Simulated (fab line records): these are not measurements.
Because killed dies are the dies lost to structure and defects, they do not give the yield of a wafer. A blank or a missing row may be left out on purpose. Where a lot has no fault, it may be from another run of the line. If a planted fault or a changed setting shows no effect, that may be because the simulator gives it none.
Split-lot experiment | flow n5-finfet | 21 wafers read from 7 lots, route of 1938 steps

== ABOUT THE SPLIT ==
At N5_BEOL_M9_TRENCH_ETCH_37 (etches SiCOH lowk in C4F6/O2, target depth 151.43 nm, time 49 s), the setting bias-w was moved away from the recipe's 185 W on 7 of the 21 wafers read, by -15.5% to +12.6%. The other wafers ran this setting at the recipe's value.

== FROM THE SPLIT TO THE READING: what the file shows between them, 2 steps ==
- N5_BEOL_M9_ETCH_41: etches SiCN in CH3F/O2, target depth 36.6 nm, time 70.1 s
- N5_BEOL_M9_STRIP_80: strips in N2/H2, time 10 s

== THE READING ==
trench-depth-nm, in nm, at N5_BEOL_M9_OCD_MEAS_38. Fault-free wafers of this fab line usually give 151.1 nm, standard deviation 1.8 nm.

wafer  | tool, chamber at the split | bias-w as run, W | against the recipe | trench-depth-nm, nm | against lot-mates on the recipe
L074.1 | rie-diel-05, 2             | 166.5            | -10.0%             | 148.7               | -2.2
L074.2 | rie-diel-05, 3             | 185              | recipe             | 152.4               | -
L074.6 | rie-diel-05, 0             | 185              | recipe             | 149.3               | -
L076.1 | rie-diel-02, 3             | 156.3            | -15.5%             | 143.4               | -11.4
L076.3 | rie-diel-02, 2             | 185              | recipe             | 154.8               | -
L076.6 | rie-diel-02, 1             | 156.3            | -15.5%             | 141.9               | -12.9
L079.2 | rie-diel-03, 0             | 202.1            | +9.2%              | 155.4               | +3.4
L079.4 | rie-diel-03, 3             | 202.1            | +9.2%              | 155.1               | +3.1
L079.6 | rie-diel-03, 0             | 185              | recipe             | 152.0               | -
L081.3 | rie-diel-03, 0             | 185              | recipe             | 149.6               | -
L081.4 | rie-diel-03, 3             | 185              | recipe             | 147.9               | -
L081.6 | rie-diel-03, 0             | 185              | recipe             | 150.0               | -
L095.1 | rie-diel-02, 3             | 185              | recipe             | 148.2               | -
L095.4 | rie-diel-02, 0             | 185              | recipe             | 152.0               | -
L095.5 | rie-diel-02, 0             | 185              | recipe             | 151.5               | -
L097.1 | rie-diel-05, 2             | 193.8            | +4.8%              | 155.5               | +3.4
L097.2 | rie-diel-05, 1             | 185              | recipe             | 152.9               | -
L097.5 | rie-diel-05, 0             | 185              | recipe             | 151.3               | -
L094.1 | rie-diel-05, 0             | 208.4            | +12.6%             | 157.6               | +5.5
L094.3 | rie-diel-05, 2             | 185              | recipe             | 152.8               | -
L094.6 | rie-diel-05, 0             | 185              | recipe             | 151.4               | -

THE FIT
A straight line over all 21 wafers: trench-depth-nm changes by +0.499 nm for each +1% of bias-w; r = +0.89; the points scatter about the line by 1.8 nm.
The same after taking each lot's own level away (the mean of its wafers on the recipe; 21 wafers): +0.58 nm for each +1%; r = +0.91; scatter 1.8 nm.
That fit puts the effect of the largest move of bias-w on the reading at 9 nm.
Measured against the standard deviation above, the lots' own levels, which go from 149.17 to 154.80 nm, span 3.1 times it.
In other words, the slope is changed by the lot-to-lot level; the two fits disagree.
Check: for one of the wafers moved furthest among these (-15.5%), held out of the fit, the line's prediction against its lot-mates is -8.53 nm. It came out at -11.4 nm against them.
Tool readings at the split's step, against how far the setting was moved: rf-vpp-V r = +0.99.

== THE WHOLE CHAIN: every reading that the file lists as answering this split, in the file's order ==
step                      | what it does                                                    | reading                                                                   | change (the file's fit)               | r (the file's)
N5_BEOL_M9_TRENCH_ETCH_37 | etches SiCOH lowk in C4F6/O2, target depth 151.43 nm, time 49 s | rf-vpp-V                                                                  | +5.56 V for each +1% of the setting   | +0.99
N5_BEOL_M9_TRENCH_ETCH_37 | etches SiCOH lowk in C4F6/O2, target depth 151.43 nm, time 49 s | etch.depth-nm (the simulator's own value, which no gauge read)            | +0.521 nm for each +1% of the setting | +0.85
N5_BEOL_M9_TRENCH_ETCH_37 | etches SiCOH lowk in C4F6/O2, target depth 151.43 nm, time 49 s | BEOL_M9.feature-depth-nm (the simulator's own value, which no gauge read) | +0.525 nm for each +1% of the setting | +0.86
N5_BEOL_M9_OCD_MEAS_38    |                                                                 | trench-depth-nm                                                           | +0.533 nm for each +1% of the setting | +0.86

== THE FILE'S OWN FIT ==
trench-depth-nm changes by +0.533 nm for each +1% of bias-w, r = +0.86.
